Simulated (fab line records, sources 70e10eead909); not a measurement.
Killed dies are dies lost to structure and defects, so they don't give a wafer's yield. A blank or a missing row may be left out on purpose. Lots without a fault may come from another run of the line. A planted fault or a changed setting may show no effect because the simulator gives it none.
Chamber matching | flow nand_harc | NHARC_A_STAIRCASE_DEP_417 on pecvd-02: 3 sister chambers
The step deposits Si3N4, target thk 60 nm. 18 wafers are shown with their chamber, then 9 later ones without.

WAFERS WITH THEIR CHAMBER
wafer  | chamber | heater_power_w (W) | rf_fwd_power_W (W)
L076.1 | 2       | 787                | 450.7
L076.2 | 1       | 572                | 449.1
L076.4 | 2       | 788                | 449.7
L078.3 | 0       | 697                | 449.3
L078.5 | 2       | 814                | 447.6
L078.6 | 0       | 666                | 451.1
L079.2 | 2       | 769                | 448.6
L079.3 | 1       | 581                | 450.5
L079.6 | 2       | 762                | 448.0
L082.3 | 2       | 841                | 451.2
L082.4 | 0       | 647                | 450.7
L082.6 | 2       | 822                | 449.6
L080.1 | 2       | 849                | 449.1
L080.2 | 1       | 622                | 447.5
L080.6 | 1       | 610                | 447.5
L081.2 | 2       | 854                | 447.9
L081.3 | 0       | 672                | 450.6
L081.5 | 2       | 855                | 448.2

SIGNATURES (means of the wafers above)
reading        | chamber 0 | chamber 1 | chamber 2 | scatter within a chamber
heater_power_w | 670.50    | 596.25    | 814.10    | 31
rf_fwd_power_W | 450.425   | 448.650   | 449.060   | 1.2
Rule: a wafer's distance from a chamber is the root of the sum, over the readings, of the square of ((its reading less the chamber's mean) divided by the reading's scatter). The wafer belongs to the nearest chamber; if the next one is less than 2 further off, it can't be placed. The scatter: the root of (the sum of the squares of (reading less its chamber's mean) over the shown wafers, divided by (wafers less chambers)).

WAFERS WITHOUT THEIR CHAMBER
wafer  | heater_power_w (W) | rf_fwd_power_W (W)
L094.1 | 555                | 448.1
L094.4 | 821                | 447.6
L094.6 | 556                | 450.8
L093.1 | 520                | 449.2
L093.5 | 595                | 450.5
L093.6 | 527                | 449.4
L095.2 | 783                | 450.0
L095.3 | 508                | 449.0
L095.6 | 533                | 448.9

WHICH CHAMBER EACH WENT THROUGH
wafer  | from the rows above     | in truth
L094.1 | 1                       | 1
L094.4 | 2                       | 2
L094.6 | can't be placed: 1 or 0 | 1
L093.1 | 1                       | 1
L093.5 | can't be placed: 1 or 0 | 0
L093.6 | 1                       | 1
L095.2 | 2                       | 2
L095.3 | 1                       | 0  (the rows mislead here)
L095.6 | 1                       | 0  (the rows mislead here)
Placed correctly: 5 of 9. Can't be placed from these rows: 2 (the true chamber is among the candidates in 2). Placed wrongly: 2.
